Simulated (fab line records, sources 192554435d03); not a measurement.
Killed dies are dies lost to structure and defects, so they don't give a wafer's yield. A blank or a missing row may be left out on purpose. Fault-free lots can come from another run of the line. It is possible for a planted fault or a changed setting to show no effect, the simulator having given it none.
fab line records | flow n5_finfet
record: lots: 8 wafers: 22 last_day: 18
route steps=1938 shown BEOL_M0_SAQP@669 BEOL_M4@1111 PASSIVATION@1936
lots that met no fault: from a run of the same line without faults
start_h: hours from the record's first day to the start of the lot's first wafer shown | wait_h: hours from the lot's prior step to this one | " unchanged from the row above | L1.1+2: a single row standing in for several wafers | - either no value or no given start | * or withheld: withheld | < > ~ a bound
route shown NAME@n: names a module that has steps shown in the file, with the first one's number in the route | usual: average and standard deviation across the fault-free wafers | same: alike in all rows | chamber/n: place in a boat | sites: per-site readings | _std_site: how widely they spread, as a standard deviation | _edge_site: outer sites' mean less inner sites' | radius_mm: for every site, how far away it sits from the centre of the wafer | mask NAME#n: copy n | behind: the last tool/chamber to shape the wafer | hold: the reason the lot was held/the length of the hold in hours/how it ended | device: transistor that didn't switch, given as n, p or np | end of line: the tests these same wafers got at the end of their route | for a step that has no rows: nothing shown but its recipe | killed: not the wafer's yield, but the dies lost to structure and defects at the first sort | map: a wafer's dies, x killed, . not, _ none there
set.NAME: setting as actually run; set.NAME@STEP: the setting as run at that earlier step | model.NAME: the simulator's own value behind a step, which no gauge read
route steps across a sampled set of lots; one table per step, one row per wafer
services: a tool's chamber out of use, with start hour (start_h, from the record's first day; less than 0 if before it), hours out, and reason
== steps ==
step: N5_BEOL_M0_SAQP_MANDREL_ETCH_103
recipe: chemistry: HBr/Cl2 target: a-Si target_depth_a: 450 bt_time_s: 10 stop_on: SiCN mask_material: SiO2 over_etch_frac: 0.8 time_s: 27 pressure_mtorr: 10 icp_w: 800 bias_w: 75 HBr_flow_sccm: 150 Cl2_flow_sccm: 80 ends: end_point
usual: HBr_flow_sccm: 150.0/0.45 bias_w: 74.97/0.22 drypump_motor_current_A: 5.6/0.48 oes_product_au: 0.682/0.013 throttle_valve_pct: 35.4/0.44
columns lot.wafer tool chamber start_h wait_h HBr_flow_sccm bias_w drypump_motor_current_A oes_product_au rf_hours_counter_h throttle_valve_pct
L513.1 rie_si-05 3 134.25 0.0 - - - - - -
L513.3 " 0 " " - - - - - -
L513.5 " 0 " " - - - - - -
L514.4 rie_si-05 0 138.63 0.0 - - - - - -
L514.5 " 0 " " - - - - - -
L514.6 " 1 " " - - - - - -
L521.2 rie_si-05 3 183.80 0.0 150.5 74.50 6.3 0.687 153 35.4
L521.3 " 0 " " 149.1 74.99 6.0 0.675 82 35.9
L521.6 " 2 " " 150.9 75.06 5.2 0.666 - 34.9
L522.2 rie_si-05 2 189.84 0.0 150.0 74.76 5.2 0.656 103 34.9
L522.4 " 1 " " 151.3 75.01 5.1 0.679 91 34.6
L522.5 " 3 " " 149.6 75.24 6.4 0.685 - 35.4
L523.1 rie_si-01 1 192.76 0.0 149.3 75.54 5.6 0.663 160 35.5
L523.4 " 3 " " 149.7 74.91 6.6 0.697 1 35.1
L524.2 rie_si-05 0 201.50 0.0 149.7 74.94 5.9 0.692 83 35.9
L524.4 " 1 " " 150.1 74.92 5.0 0.678 91 34.6
L524.5 " 1 " " 150.3 75.08 5.0 0.690 - 34.6
L528.1 rie_si-01 1 223.51 0.0 150.4 74.82 5.6 0.669 161 35.5
L528.2 " 2 " " 150.2 74.98 6.0 0.687 114 35.1
L528.3 " 3 " " 149.1 75.17 6.7 0.704 1 35.1
L532.2 rie_si-02 0 254.88 0.0 150.2 75.12 5.3 0.704 20 35.5
L532.6 " 1 " " 149.8 74.94 4.9 0.711 - 36.0
step: N5_BEOL_M0_SAQP_ETCH_106
recipe: chemistry: N2/H2 target: SOC target_depth_a: 1500 stop_on: SiNx ion_energy_ev: 100 bias_w: 61 pressure_mtorr: 30 source_w: 850 n2_flow_sccm: 200 h2_flow_sccm: 200
usual: bias_w: 60.99/0.19 chamber_pressure_mTorr: 30.000/0.03 drypump_motor_current_A: 5.8/0.43 oes_product_au: 0.77/0.091 rf_vpp_V: 240.5/1.5 showerhead_plenum_p_Torr: 2.53/0.098 throttle_valve_pct: 17.8/0.31
columns lot.wafer tool chamber start_h wait_h bias_w chamber_pressure_mTorr drypump_motor_current_A oes_product_au rf_hours_counter_h rf_vpp_V showerhead_plenum_p_Torr throttle_valve_pct
L513.1 rie_diel-06 0 134.79 - 60.96 30.003 6.8 0.27 176 241.1 2.64 17.8
L513.3 " 1 " " 61.08 29.990 6.5 0.35 21 240.2 2.50 17.6
L513.5 " 0 " " 60.81 29.975 6.8 0.27 - 241.7 2.64 17.8
L514.4 rie_diel-02 0 139.19 - 61.13 30.031 5.8 0.26 177 242.1 2.64 17.8
L514.5 " 3 " " 60.86 30.017 6.2 0.27 - 238.9 2.43 18.0
L514.6 " 0 " " 61.01 29.978 5.8 0.27 - 241.9 2.64 17.8
L521.2 rie_diel-02 0 184.33 - 61.14 29.934 5.8 0.68 188 242.7 2.64 17.8
L521.3 " 2 " " 61.30 30.026 5.1 0.78 84 241.0 2.55 17.7
L521.6 " 2 " " 61.10 30.015 5.1 0.78 - 242.0 2.55 17.7
L522.2 rie_diel-06 2 190.37 - 61.09 30.017 6.1 0.71 190 236.9 2.44 18.4
L522.4 " 3 " " 61.02 30.021 5.8 0.87 35 240.3 2.48 17.7
L522.5 " 3 " " 60.92 30.013 5.8 0.88 - 237.9 2.48 17.7
L523.1 rie_diel-06 1 193.62 - 61.27 30.028 6.5 0.87 42 240.7 2.49 17.6
L523.4 " 2 " " 61.31 29.972 6.1 0.70 192 239.4 2.44 18.5
L524.2 rie_diel-02 3 202.03 - 61.41 29.977 6.2 0.70 220 240.2 2.42 18.1
L524.4 " 0 " " 61.38 29.989 5.8 0.67 191 242.1 2.63 17.8
L524.5 " 2 " " 60.91 30.006 5.1 0.76 - 240.3 2.54 17.7
L528.1 rie_diel-01 0 224.04 - 61.00 30.017 5.7 0.86 43 240.4 2.59 17.3
L528.2 " 2 " " 61.20 29.994 5.5 0.70 226 239.5 2.40 17.8
L528.3 " 1 " " 60.84 30.032 5.5 0.70 202 242.7 2.62 18.0
L532.2 rie_diel-02 1 255.66 - 61.14 29.996 5.8 0.84 51 241.2 2.70 17.4
L532.6 " 3 " " 61.19 29.971 6.2 0.68 - 238.3 2.41 18.1
step: N5_BEOL_M0_SAQP_STRIP_108
recipe: chemistry: N2/H2 power_w: 500 temp_c: 40 pressure_mtorr: 50 rf_frequency_hz: 6e+07 overash_fraction: 0.3 bias_power_w: 28 h2_frac: 0.5 n2_flow_sccm: 300 h2_flow_sccm: 300
usual: drypump_motor_current_A: 5.8/0.43 oes_product_au: 0.78/0.09 rf_vpp_V: 121.7/1 showerhead_plenum_p_Torr: 3.34/0.12 throttle_valve_pct: 18.9/0.37
columns lot.wafer tool chamber start_h wait_h drypump_motor_current_A oes_product_au rf_hours_counter_h rf_vpp_V showerhead_plenum_p_Torr throttle_valve_pct
L513.1 rie_diel-06 0 134.89 0.0 6.8 0.72 176 122.2 3.48 18.8
L513.3 " 1 " " 6.5 0.93 21 121.1 3.31 18.8
L513.5 " 0 " " 6.8 0.71 - 121.3 3.48 18.8
L514.4 rie_diel-02 0 139.29 0.0 5.8 0.73 177 121.1 3.48 19.0
L514.5 " 3 " " 6.2 0.71 - 121.8 3.21 19.2
L514.6 " 0 " " 5.8 0.72 - 121.5 3.48 19.0
L521.2 rie_diel-02 0 184.43 0.0 5.8 0.70 188 122.4 3.48 19.0
L521.3 " 2 " " 5.1 0.80 84 120.6 3.36 18.7
L521.6 " 2 " " 5.1 0.81 - 122.2 3.36 18.8
L522.2 rie_diel-06 2 190.47 0.0 6.1 0.71 190 121.1 3.23 20.0
L522.4 " 3 " " 5.7 0.90 35 121.0 3.28 19.0
L522.5 " 3 " " 5.7 0.91 - 120.7 3.28 19.0
L523.1 rie_diel-06 1 193.72 0.0 6.5 0.90 42 120.5 3.29 18.8
L523.4 " 2 " " 6.1 0.72 192 119.9 3.23 20.0
L524.2 rie_diel-02 3 202.13 0.0 6.2 0.71 220 121.1 3.20 19.2
L524.4 " 0 " " 5.8 0.71 192 123.2 3.48 19.0
L524.5 " 2 " " 5.1 0.81 - 122.2 3.36 18.8
L528.1 rie_diel-01 0 224.14 0.0 5.6 0.85 43 121.5 3.42 18.4
L528.2 " 2 " " 5.5 0.71 226 121.5 3.17 19.0
L528.3 " 1 " " 5.5 0.71 202 123.5 3.46 19.1
L532.2 rie_diel-02 1 255.76 0.0 5.8 0.84 51 123.9 3.56 18.7
L532.6 " 3 " " 6.2 0.69 - 122.4 3.19 19.3
step: N5_BEOL_M0_SAQP_RECESS_109
recipe: chemistry: HF/NH3 target: SiO2 target_depth_a: 30 afs_cycles: 1 temp_c: 30 sublimation_temp_c: 180 sublimation_time_s: 60
usual: drypump_motor_current_A: 5.7/0.43 sublimation_temp_c: 179.99/0.18
columns lot.wafer tool chamber start_h wait_h drypump_motor_current_A sublimation_temp_c
L513.1 vapor_etch-01 0 134.95 0.0 5.7 180.12
L513.3 " 1 " " 6.2 179.75
L513.5 " 0 " " 5.7 179.99
L514.4 vapor_etch-02 1 139.39 0.1 5.9 179.80
L514.5 " 1 " " 5.9 179.90
L514.6 " 0 " " 5.1 180.22
L521.2 vapor_etch-01 1 184.49 0.0 6.2 180.00
L521.3 " 0 " " 5.6 180.08
L521.6 " 0 " " 5.7 180.15
L522.2 vapor_etch-02 0 190.53 0.0 5.0 180.22
L522.4 " 1 " " 5.9 180.14
L522.5 " 1 " " 5.8 180.14
L523.1 vapor_etch-02 0 193.79 0.0 5.0 180.04
L523.4 " 0 " " 5.1 180.01
L524.2 vapor_etch-02 1 202.19 0.0 5.9 179.88
L524.4 " 1 " " 5.9 179.74
L524.5 " 0 " " 5.0 180.01
L528.1 vapor_etch-01 0 224.20 0.0 5.6 180.23
L528.2 " 1 " " 6.2 179.67
L528.3 " 1 " " 6.2 180.00
L532.2 vapor_etch-02 0 255.83 0.0 5.1 180.18
L532.6 " 0 " " 5.0 179.75
step: N5_BEOL_M0_SAQP_SPACER2_ALD_26
recipe: material: SiO2 target_thk_a: 150 temp_c: 300 ald_precursor_family: BDEAS ald_co_reactant: O2-plasma pulse_time_s: 1 purge_time_s: 2 co_reactant_purge_time_s: 2 pressure_torr: 2
usual: heater_power_w: 478/47 precursor_pulse_height_rel: 1.001/0.02
columns lot.wafer tool chamber start_h wait_h heater_power_w precursor_pulse_height_rel
L513.1 ald_sin-01 2 135.09 0.1 458 0.939
L513.3 " 1 " " 503 1.021
L513.5 " 1 " " 495 0.988
L514.4 ald_sin-01 3 139.50 0.1 437 0.996
L514.5 " 0 " " 539 1.024
L514.6 " 1 " " 513 0.990
L521.2 ald_sin-01 0 184.63 0.1 546 1.018
L521.3 " 1 " " 498 0.996
L521.6 " 0 " " 545 0.984
L522.2 ald_sin-01 1 190.67 0.1 506 0.997
L522.4 " 3 " " 438 0.998
L522.5 " 0 " " 532 0.998
L523.1 ald_sin-03 3 193.93 0.1 373 0.982
L523.4 " 1 " " 509 1.022
L524.2 ald_sin-01 3 202.40 0.2 442 0.998
L524.4 " 0 " " 531 0.975
L524.5 " 3 " " 437 1.003
L528.1 ald_sin-03 0 224.35 0.1 453 1.011
L528.2 " 2 " " 536 1.009
L528.3 " 1 " " 503 0.974
L532.2 ald_sin-03 2 255.97 0.1 543 0.984
L532.6 " 2 " " 528 1.031
step: N5_BEOL_M0_SAQP_SPACER2_ETCHBACK_27
recipe: chemistry: CHF3/O2 mode: anisotropic_etchback target: SiO2 target_depth_a: 225 time_s: 11.25 pressure_mtorr: 30 source_w: 650 bias_w: 170 Ar_flow_sccm: 200 CHF3_flow_sccm: 50 O2_flow_sccm: 5 ion_energy_ev: 200
usual: drypump_motor_current_A: 5.9/0.43 oes_product_au: 0.77/0.095 rf_vpp_V: 527/12 showerhead_plenum_p_Torr: 2.39/0.089 throttle_valve_pct: 18.84/0.26
columns lot.wafer tool chamber start_h wait_h drypump_motor_current_A oes_product_au rf_hours_counter_h rf_vpp_V showerhead_plenum_p_Torr throttle_valve_pct
L513.1 rie_diel-06 0 135.64 0.3 6.8 0.27 177 511 2.47 18.75
L513.3 " 3 " " 5.8 0.35 14 523 2.37 18.61
L513.5 " 1 " " 6.5 0.35 - 517 2.38 18.57
L514.4 rie_diel-01 3 140.05 0.3 6.0 0.26 218 521 2.27 18.66
L514.5 " 1 " " 5.5 0.28 - 516 2.49 18.95
L514.6 " 0 " " 5.7 0.34 - 532 2.48 18.30
L521.2 rie_diel-01 0 185.21 0.3 5.6 0.90 29 531 2.47 18.46
L521.3 " 2 " " 5.4 0.73 212 543 2.29 18.85
L521.6 " 0 " " 5.7 0.90 - 530 2.47 18.44
L522.2 rie_diel-02 2 191.23 0.3 5.1 0.78 86 512 2.44 19.00
L522.4 " 1 " " 5.8 0.88 29 544 2.55 18.40
L522.5 " 2 " " 5.1 0.79 - 512 2.44 18.99
L523.1 rie_diel-06 2 194.48 0.3 6.1 0.71 192 545 2.29 19.30
L523.4 " 3 " " 5.7 0.88 37 522 2.36 18.77
L524.2 rie_diel-06 2 202.94 0.3 6.1 0.70 195 546 2.29 19.32
L524.4 " 0 " " 6.8 0.69 198 511 2.47 18.88
L524.5 " 1 " " 6.5 0.88 - 517 2.37 18.72
L528.1 rie_diel-01 2 224.90 0.3 5.4 0.71 226 543 2.29 18.89
L528.2 " 0 " " 5.6 0.87 43 529 2.47 18.45
L528.3 " 1 " " 5.5 0.71 202 515 2.48 19.10
L532.2 rie_diel-02 0 256.68 0.4 5.8 0.68 210 534 2.46 18.84
L532.6 " 3 " " 6.2 0.68 - 521 2.30 19.25
step: N5_BEOL_M4_RC_MEAS_101
usual: DIBL_N: 35.0/2.4 DIBL_P: 35.4/2.8 IOFF_N: 0.14/0.045 IOFF_P: 0.20/0.048 ION_N: 667/19 ION_P: 460/11 SS_N: 71.2/0.71 SS_P: 73.1/0.86 VT_N: 252/4.6 VT_P: -251/3.4
columns lot.wafer tool chamber start_h wait_h DIBL_N[mV/V] DIBL_P[mV/V] IOFF_N[nA/um] IOFF_P[nA/um] ION_N[uA/um] ION_P[uA/um] SS_N[mV/dec] SS_P[mV/dec] VT_N[mV] VT_P[mV]
L522.2 prober-01 0 238.66 0.2 35.5 33.4 0.12 0.15 666 455 70.8 72.1 256 -257
L522.4 " 0 " " 32.0 30.6 0.08 0.12 659 453 70.2 71.5 258 -257
L522.5 " 0 " " 34.4 32.6 0.11 0.14 662 457 70.9 72.1 255 -254
L521.2 prober-02 0 238.89 0.2 34.3 35.8 0.14 0.20 673 469 71.1 73.4 251 -251
L521.3 " 0 " " 32.4 33.3 0.12 0.17 661 462 70.8 72.3 253 -253
L521.6 " 0 " " 35.7 38.3 0.16 0.24 665 465 71.5 73.6 250 -250
L523.1 prober-01 0 256.38 0.0 35.5 35.3 0.14 0.18 659 452 70.9 72.7 251 -252
L523.4 " 0 " " 34.0 34.1 0.11 0.17 667 456 70.2 72.5 255 -252
L524.2 prober-02 0 259.12 0.2 33.3 31.0 0.10 0.13 637 437 70.7 72.4 257 -258
L524.4 " 0 " " 36.9 34.7 0.15 0.17 661 455 71.1 73.3 250 -253
L524.5 " 0 " " 35.9 34.8 0.15 0.17 682 467 70.9 73.3 250 -253
L528.1 prober-02 0 276.89 0.3 39.2 41.4 0.22 0.33 688 483 71.9 74.8 243 -246
L528.2 " 0 " " 34.4 30.3 0.11 0.14 631 437 71.8 72.3 258 -258
L528.3 " 0 " " 37.5 36.4 0.17 0.21 666 456 71.4 74.4 249 -252
L532.2 prober-01 0 311.42 0.2 34.6 35.6 0.14 0.20 681 471 70.7 73.5 251 -252
L532.6 " 0 " " 33.8 34.3 0.11 0.17 656 450 70.9 73.0 256 -256
step: N5_PASSIVATION_PROBE_49
usual: defect_limited_yield: 91.7/1.4 killed_at_M0_to_M3: 32/9.7 killed_at_M4_up: 14/5.5 killed_at_contacts: 13/6.1 killed_at_front_end: 35/10 killed_at_other: 4.2/2.9 killed_dies: 98/17 killed_on_rim: 13/4.2 killed_open: 63/12 killed_short: 32/7.7 sort_bin_5_function: 4.8/0.9 sort_bin_6_memory: 3.1/0.63 sort_bin_8_speed: 1/3.3 sort_n_pass: 1073/41 sort_yield_pct: 91/3.5
same: gross_dies: 1180 killed_at_back_side: 0 sort_bin_4_leakage[%]: 0
columns lot.wafer tool chamber start_h wait_h defect_limited_yield[%] killed_at_M0_to_M3 killed_at_M4_up killed_at_contacts killed_at_front_end killed_at_other killed_dies killed_on_rim killed_open killed_short sort_bin_5_function[%] sort_bin_6_memory[%] sort_bin_8_speed[%] sort_n_pass sort_yield_pct[%]
L513.1 prober-02 - 291.48 0.0 0 1107 17 15 37 4 1180 152 83 45 95.8 4.1 0 0 0
L513.3 prober-02 - 291.58 0.1 0 1121 8 11 36 4 1180 152 65 36 96.4 3.4 0 0 0
L513.5 prober-02 - 291.68 0.2 0 1114 6 18 40 2 1180 152 76 36 96.2 3.4 0 0 0
L514.4 prober-01 - 292.42 0.2 0 1126 12 8 34 0 1180 152 43 32 97.4 2.5 0 0 0
L514.5 prober-01 - 292.47 0.2 0 1114 17 19 28 2 1180 152 66 23 96.4 3.2 0 0 0
L514.6 prober-01 - 292.52 0.3 0 1102 24 24 30 0 1180 152 79 29 96.1 3.7 0 0 0
L522.2 prober-02 - 342.10 0.1 91.1 38 17 5 36 9 105 17 68 37 4.6 4.2 0 1075 91
L522.4 prober-02 - 342.20 0.2 91.9 44 21 4 21 6 96 11 67 29 4.8 3.3 0 1084 92
L522.5 prober-02 - 342.25 0.2 93.6 27 6 8 29 6 76 9 50 25 3.1 3.2 0 1104 94
L521.2 prober-02 - 346.93 0.1 90.0 48 15 11 43 1 118 15 66 48 5.8 3.4 0 1062 90
L521.3 prober-02 - 346.98 0.1 93.7 20 16 7 29 2 74 11 47 24 4.0 2.0 0 1106 94
L521.6 prober-02 - 347.13 0.3 92.5 34 11 15 29 0 89 12 54 34 3.9 3.1 0 1091 92
L524.2 prober-01 - 371.19 0.1 91.4 21 14 31 26 9 101 10 64 35 5.8 2.5 3 1046 89
L524.4 prober-01 - 371.29 0.2 91.3 25 14 22 33 9 103 16 69 33 5.8 2.7 0 1077 91
L524.5 prober-01 - 371.34 0.2 92.8 11 13 22 37 2 85 16 58 27 3.5 3.6 0 1095 93
L523.1 prober-02 - 373.62 0.0 91.4 32 23 11 29 6 101 15 69 24 4.4 3.4 0 1079 91
L523.4 prober-02 - 373.77 0.2 91.7 28 14 16 38 2 98 10 62 35 4.4 3.5 0 1082 92
L532.2 prober-02 - 427.49 0.1 92.7 23 9 9 41 4 86 10 56 28 4.5 2.8 0 1094 93
L532.6 prober-02 - 427.69 0.3 92.1 28 5 10 49 1 93 12 49 37 4.7 2.5 0 1087 92
killed by level:class
L513.1 BEOL_M0_SAQP:area_etch=1052 BEOL_M0_SAQP:geometric_particle:short=13 BEOL_M3:geometric_particle:open=11 MOL_CONTACT_COAG:geometric_particle:open=10 BEOL_M2:geometric_particle:open=10 FIN_SAQP:geometric_particle:short=8 BEOL_M4:geometric_particle:open=8 BEOL_M1:geometric_particle:open=8
L513.3 BEOL_M0_SAQP:area_etch=1078 BEOL_M0_SAQP:geometric_particle:open=13 MOL_CONTACT_COAG:geometric_particle:open=9 FIN_SAQP:geometric_particle:short=8 BEOL_M0_SAQP:geometric_particle:short=8 STI_FIN_REVEAL:geometric_particle:open=7 FIN_SAQP:geometric_particle:open=6 GATE_CUT:geometric_particle:short=6
L513.5 BEOL_M0_SAQP:area_etch=1067 MOL_CONTACT_COAG:geometric_particle:open=17 FIN_SAQP:geometric_particle:short=10 BEOL_M2:geometric_particle:open=10 BEOL_M0_SAQP:geometric_particle:short=9 BEOL_M1:geometric_particle:open=9 FIN_SAQP:geometric_particle:open=8 STI_FIN_REVEAL:geometric_particle:open=8
L514.4 BEOL_M0_SAQP:area_etch=1104 BEOL_M1:geometric_particle:open=9 FIN_SAQP:geometric_particle:short=8 STI_FIN_REVEAL:geometric_particle:open=8 MOL_CONTACT_COAG:geometric_particle:open=6 BEOL_M0_SAQP:geometric_particle:short=5 ILD0:geometric_particle:short=4 BEOL_M3:geometric_particle:open=4
L514.5 BEOL_M0_SAQP:area_etch=1091 MOL_CONTACT_COAG:geometric_particle:open=18 BEOL_M1:geometric_particle:open=7 BEOL_M4:geometric_particle:open=6 BEOL_M5:geometric_particle:open=6 BEOL_M0_SAQP:geometric_particle:short=5 BEOL_M3:geometric_particle:open=5 STI_FIN_REVEAL:geometric_particle:short=4
L514.6 BEOL_M0_SAQP:area_etch=1072 MOL_CONTACT_COAG:geometric_particle:open=18 BEOL_M4:geometric_particle:open=11 BEOL_M3:geometric_particle:open=8 FIN_SAQP:geometric_particle:open=6 MOL_CONTACT_COAG:geometric_particle:short=6 BEOL_M1:geometric_particle:open=6 BEOL_M0_SAQP:geometric_particle:open=6
L522.2 BEOL_M0_SAQP:geometric_particle:short=11 BEOL_M1:geometric_particle:open=11 BEOL_M4:geometric_particle:open=10 BEOL_M2:geometric_particle:open=7 FIN_SAQP:geometric_particle:short=5 GATE_CUT:geometric_particle:open=5 BEOL_M0_SAQP:geometric_particle:open=5 STI_FIN_REVEAL:geometric_particle:open=4
L522.4 BEOL_M2:geometric_particle:open=9 BEOL_M4:geometric_particle:open=9 BEOL_M0_SAQP:geometric_particle:short=8 BEOL_M0_SAQP:geometric_particle:open=7 BEOL_M1:geometric_particle:open=6 FIN_SAQP:geometric_particle:open=5 MOL_CONTACT_COAG:geometric_particle:open=4 BEOL_M0:geometric_particle:short=4
L522.5 BEOL_M2:geometric_particle:open=11 FIN_SAQP:geometric_particle:short=7 DUMMY_GATE:geometric_particle:open=6 MOL_CONTACT_COAG:geometric_particle:open=5 BEOL_M0_SAQP:geometric_particle:open=5 BEOL_M2:geometric_particle:short=4 SPACER0:geometric_particle:open=3 ILD0:geometric_particle:open=3
L521.2 BEOL_M0_SAQP:geometric_particle:short=14 BEOL_M0_SAQP:geometric_particle:open=13 FIN_SAQP:geometric_particle:short=11 MOL_CONTACT_COAG:geometric_particle:open=8 BEOL_M2:geometric_particle:open=8 FIN_SAQP:geometric_particle:open=7 BEOL_M4:geometric_particle:open=7 STI_FIN_REVEAL:geometric_particle:open=6
L521.3 STI_FIN_REVEAL:geometric_particle:open=13 MOL_CONTACT_COAG:geometric_particle:open=6 BEOL_M0_SAQP:geometric_particle:open=4 BEOL_M0_SAQP:geometric_particle:short=4 BEOL_M3:geometric_particle:open=4 BEOL_M4:geometric_particle:short=4 DUMMY_GATE:geometric_particle:open=3 GATE_CUT:geometric_particle:short=3
L521.6 MOL_CONTACT_COAG:geometric_particle:open=13 BEOL_M1:geometric_particle:open=8 DUMMY_GATE:geometric_particle:open=6 GATE_CUT:geometric_particle:short=6 BEOL_M0_SAQP:geometric_particle:open=5 BEOL_M0_SAQP:geometric_particle:short=5 BEOL_M1:geometric_particle:short=5 BEOL_M3:geometric_particle:open=5
L524.2 MOL_CONTACT_COAG:geometric_particle:open=24 BEOL_M4:geometric_particle:open=9 BEOL_M0_SAQP:geometric_particle:short=9 MOL_CONTACT_COAG:geometric_particle:short=7 BEOL_M0_SAQP:geometric_particle:open=6 FIN_SAQP:geometric_particle:open=5 FIN_SAQP:geometric_particle:short=5 DUMMY_GATE:geometric_particle:open=5
L524.4 MOL_CONTACT_COAG:geometric_particle:open=17 BEOL_M0_SAQP:geometric_particle:short=11 BEOL_M0_SAQP:geometric_particle:open=10 FIN_SAQP:geometric_particle:open=7 BEOL_M4:geometric_particle:open=7 STI_FIN_REVEAL:geometric_particle:open=6 FIN_SAQP:geometric_particle:short=5 MOL_CONTACT_COAG:geometric_particle:short=5
L524.5 MOL_CONTACT_COAG:geometric_particle:open=19 FIN_SAQP:geometric_particle:short=9 DUMMY_GATE:geometric_particle:open=6 FIN_SAQP:geometric_particle:open=5 BEOL_M5:geometric_particle:open=5 BEOL_M0_SAQP:geometric_particle:open=4 GATE_CUT:geometric_particle:open=3 STI_FIN_REVEAL:geometric_particle:open=3
L523.1 MOL_CONTACT_COAG:geometric_particle:open=11 BEOL_M2:geometric_particle:open=8 HKMG_FIN:area_etch=8 BEOL_M1:geometric_particle:open=7 BEOL_M4:geometric_particle:open=7 BEOL_M3:geometric_particle:short=6 FIN_SAQP:geometric_particle:short=4 FIN_SAQP:geometric_particle:open=4
L523.4 BEOL_M3:geometric_particle:open=14 STI_FIN_REVEAL:geometric_particle:open=9 MOL_CONTACT_COAG:geometric_particle:open=9 MOL_CONTACT_COAG:geometric_particle:short=7 STI_FIN_REVEAL:geometric_particle:short=6 BEOL_M4:geometric_particle:open=6 FIN_SAQP:geometric_particle:short=5 FIN_SAQP:geometric_particle:open=5
L532.2 STI_FIN_REVEAL:geometric_particle:open=10 FIN_SAQP:geometric_particle:short=9 BEOL_M0_SAQP:geometric_particle:short=9 MOL_CONTACT_COAG:geometric_particle:open=7 BEOL_M0_SAQP:geometric_particle:open=7 FIN_SAQP:geometric_particle:open=6 DUMMY_GATE:geometric_particle:open=5 BEOL_M2:geometric_particle:open=4
L532.6 FIN_SAQP:geometric_particle:open=13 FIN_SAQP:geometric_particle:short=12 MOL_CONTACT_COAG:geometric_particle:open=7 BEOL_M0_SAQP:geometric_particle:short=7 BEOL_M0_SAQP:geometric_particle:open=6 BEOL_M2:geometric_particle:open=6 BEOL_M1:geometric_particle:open=4 STARTING-WAFER:geometric_particle:short=4
== services ==
columns tool chamber start_h hours kind
rie_si-01 3 122.16 - clean
rie_si-01 3 122.16 29.4 scheduled_down
rie_si-01 3 122.16 29.4 vent_cycle
rie_diel-02 3 134.23 1.3 repair
rie_si-02 - 140.59 2.8 pm
rie_diel-02 - 147.33 14.6 pm
vapor_etch-01 0 150.40 1.8 repair
ald_sin-01 0 167.58 4.1 repair
vapor_etch-02 - 170.28 15.6 pm
rie_diel-02 1 176.33 5.3 repair
rie_si-05 1 192.21 2.5 repair
ald_sin-03 - 198.43 4.7 repair
rie_si-05 2 198.55 2.9 repair
ald_sin-01 3 198.69 2.8 repair
rie_diel-01 3 198.80 7.3 repair
rie_diel-01 3 211.77 18.5 repair
rie_si-01 - 216.84 2.8 pm
rie_si-02 - 220.95 0.5 repair
rie_si-01 1 221.03 1.1 repair
ald_sin-01 0 240.77 4.0 repair
== key ==
first_sign: step: N5_BEOL_M0_SAQP_MANDREL_ETCH_103 reading: tool_record direction: missing
effect: step: N5_BEOL_M0_SAQP_ETCH_106 reading: oes_product_au direction: down sigmas: 5.3 usual: 0.77 struck: 0.28
effect: step: N5_BEOL_M0_SAQP_SPACER2_ETCHBACK_27 reading: oes_product_au direction: down sigmas: 4.9 usual: 0.77 struck: 0.31
effect: step: N5_PASSIVATION_PROBE_49 reading: killed_at_M0_to_M3 direction: up sigmas: 99+ usual: 32 struck: 1114
more_kills_born_at: N5_BEOL_M0_SAQP_MANDREL_ETCH_103@rie_si-05: 6439
met_at N5_BEOL_M0_SAQP_MANDREL_ETCH_103
struck_lots L513,L514
later_rows_left_out L513.1,L513.3,L513.5,L514.4,L514.5,L514.6
not_acting_at N5_BEOL_M0_SAQP_STRIP_108,N5_BEOL_M0_SAQP_RECESS_109,N5_BEOL_M0_SAQP_SPACER2_ALD_26
fault: kind: skipped_step_whole tool: rie_si-05 chamber: - onset_h: 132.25 steps: N5_BEOL_M0_SAQP_MANDREL_ETCH_103 scope: struck_lots_only
later_rows_left_out: the simulator's readings of these wafers behind a module that went badly wrong aren't trusted and aren't shown, but for the sort
